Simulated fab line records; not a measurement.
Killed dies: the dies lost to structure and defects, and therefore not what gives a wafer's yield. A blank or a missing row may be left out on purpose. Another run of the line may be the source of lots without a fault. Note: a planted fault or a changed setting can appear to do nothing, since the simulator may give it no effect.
Chamber matching || flow nandHarc || NHARC_P_M0_STRIP_18 on rieDiel-03: 4 sister chambers
The step strips in N2/H2. 16 wafers are shown with their chamber, then 8 later ones without.

## WAFERS WITH THEIR CHAMBER
{"wafer": "L686.1", "chamber": 3, "showerheadPlenumPTorr (Torr)": 2.19, "drypumpMotorCurrentA (A)": 5.2, "oesProductAu (a.u.)": 1.019}
{"wafer": "L686.4", "chamber": 0, "showerheadPlenumPTorr (Torr)": 1.92, "drypumpMotorCurrentA (A)": 5.8, "oesProductAu (a.u.)": 1.003}
{"wafer": "L686.5", "chamber": 2, "showerheadPlenumPTorr (Torr)": 1.96, "drypumpMotorCurrentA (A)": 5.8, "oesProductAu (a.u.)": 1.008}
{"wafer": "L688.1", "chamber": 2, "showerheadPlenumPTorr (Torr)": 1.96, "drypumpMotorCurrentA (A)": 5.8, "oesProductAu (a.u.)": 0.992}
{"wafer": "L688.3", "chamber": 0, "showerheadPlenumPTorr (Torr)": 1.92, "drypumpMotorCurrentA (A)": 5.8, "oesProductAu (a.u.)": 1.006}
{"wafer": "L688.4", "chamber": 0, "showerheadPlenumPTorr (Torr)": 1.92, "drypumpMotorCurrentA (A)": 5.8, "oesProductAu (a.u.)": 0.992}
{"wafer": "L693.1", "chamber": 1, "showerheadPlenumPTorr (Torr)": 1.99, "drypumpMotorCurrentA (A)": 5.1, "oesProductAu (a.u.)": 1.015}
{"wafer": "L693.2", "chamber": 0, "showerheadPlenumPTorr (Torr)": 1.92, "drypumpMotorCurrentA (A)": 5.8, "oesProductAu (a.u.)": 0.990}
{"wafer": "L693.6", "chamber": 1, "showerheadPlenumPTorr (Torr)": 1.99, "drypumpMotorCurrentA (A)": 5.1, "oesProductAu (a.u.)": 1.018}
{"wafer": "L694.1", "chamber": 3, "showerheadPlenumPTorr (Torr)": 2.18, "drypumpMotorCurrentA (A)": 5.2, "oesProductAu (a.u.)": 1.022}
{"wafer": "L694.4", "chamber": 1, "showerheadPlenumPTorr (Torr)": 1.99, "drypumpMotorCurrentA (A)": 5.1, "oesProductAu (a.u.)": 1.018}
{"wafer": "L694.5", "chamber": 1, "showerheadPlenumPTorr (Torr)": 1.99, "drypumpMotorCurrentA (A)": 5.1, "oesProductAu (a.u.)": 1.018}
{"wafer": "L695.1", "chamber": 1, "showerheadPlenumPTorr (Torr)": 1.99, "drypumpMotorCurrentA (A)": 5.1, "oesProductAu (a.u.)": 1.014}
{"wafer": "L695.3", "chamber": 3, "showerheadPlenumPTorr (Torr)": 2.18, "drypumpMotorCurrentA (A)": 5.3, "oesProductAu (a.u.)": 1.008}
{"wafer": "L695.4", "chamber": 2, "showerheadPlenumPTorr (Torr)": 1.95, "drypumpMotorCurrentA (A)": 5.9, "oesProductAu (a.u.)": 0.988}
{"wafer": "L700.2", "chamber": 1, "showerheadPlenumPTorr (Torr)": 1.98, "drypumpMotorCurrentA (A)": 5.1, "oesProductAu (a.u.)": 0.999}

SIGNATURES (means of the wafers above)
{"reading": "showerheadPlenumPTorr", "chamber 0": 1.9200, "chamber 1": 1.9883, "chamber 2": 1.9567, "chamber 3": 2.1833, "scatter within a chamber": 0.00425}
{"reading": "drypumpMotorCurrentA", "chamber 0": 5.800, "chamber 1": 5.100, "chamber 2": 5.833, "chamber 3": 5.233, "scatter within a chamber": 0.0333}
{"reading": "oesProductAu", "chamber 0": 0.99775, "chamber 1": 1.01367, "chamber 2": 0.99600, "chamber 3": 1.01633, "scatter within a chamber": 0.00814}
Rule: for a wafer and a chamber, the distance is found by dividing, reading by reading, the gap between the wafer's reading and the chamber's mean by the reading's scatter, squaring, summing and taking the root. The wafer belongs to the nearest chamber; if the next one is less than 2 further off, it can't be placed. The scatter is the square root of a quotient: the sum, over the shown wafers, of each reading's squared deviation from its chamber's mean, divided by wafers minus chambers.

## WAFERS WITHOUT THEIR CHAMBER
{"wafer": "L700.3", "showerheadPlenumPTorr (Torr)": 1.92, "drypumpMotorCurrentA (A)": 5.8, "oesProductAu (a.u.)": 0.983}
{"wafer": "L700.5", "showerheadPlenumPTorr (Torr)": 1.98, "drypumpMotorCurrentA (A)": 5.1, "oesProductAu (a.u.)": 1.003}
{"wafer": "L702.2", "showerheadPlenumPTorr (Torr)": 1.98, "drypumpMotorCurrentA (A)": 5.1, "oesProductAu (a.u.)": 0.991}
{"wafer": "L702.4", "showerheadPlenumPTorr (Torr)": 2.18, "drypumpMotorCurrentA (A)": 5.2, "oesProductAu (a.u.)": 0.980}
{"wafer": "L702.5", "showerheadPlenumPTorr (Torr)": 1.95, "drypumpMotorCurrentA (A)": 5.8, "oesProductAu (a.u.)": 0.973}
{"wafer": "L704.3", "showerheadPlenumPTorr (Torr)": 2.18, "drypumpMotorCurrentA (A)": 5.3, "oesProductAu (a.u.)": 0.970}
{"wafer": "L704.4", "showerheadPlenumPTorr (Torr)": 1.92, "drypumpMotorCurrentA (A)": 5.8, "oesProductAu (a.u.)": 0.984}
{"wafer": "L704.6", "showerheadPlenumPTorr (Torr)": 1.95, "drypumpMotorCurrentA (A)": 5.8, "oesProductAu (a.u.)": 0.987}

## CHAMBER TAKEN BY EACH
{"wafer": "L700.3", "from the rows above": 0, "in truth": 0}
{"wafer": "L700.5", "from the rows above": 1, "in truth": 1}
{"wafer": "L702.2", "from the rows above": 1, "in truth": 1}
{"wafer": "L702.4", "from the rows above": 3, "in truth": 3}
{"wafer": "L702.5", "from the rows above": 2, "in truth": 2}
{"wafer": "L704.3", "from the rows above": 3, "in truth": 3}
{"wafer": "L704.4", "from the rows above": 0, "in truth": 0}
{"wafer": "L704.6", "from the rows above": 2, "in truth": 2}
Correctly placed: 8 of 8. Number that these rows cannot place: 0. Placed wrongly: 0.
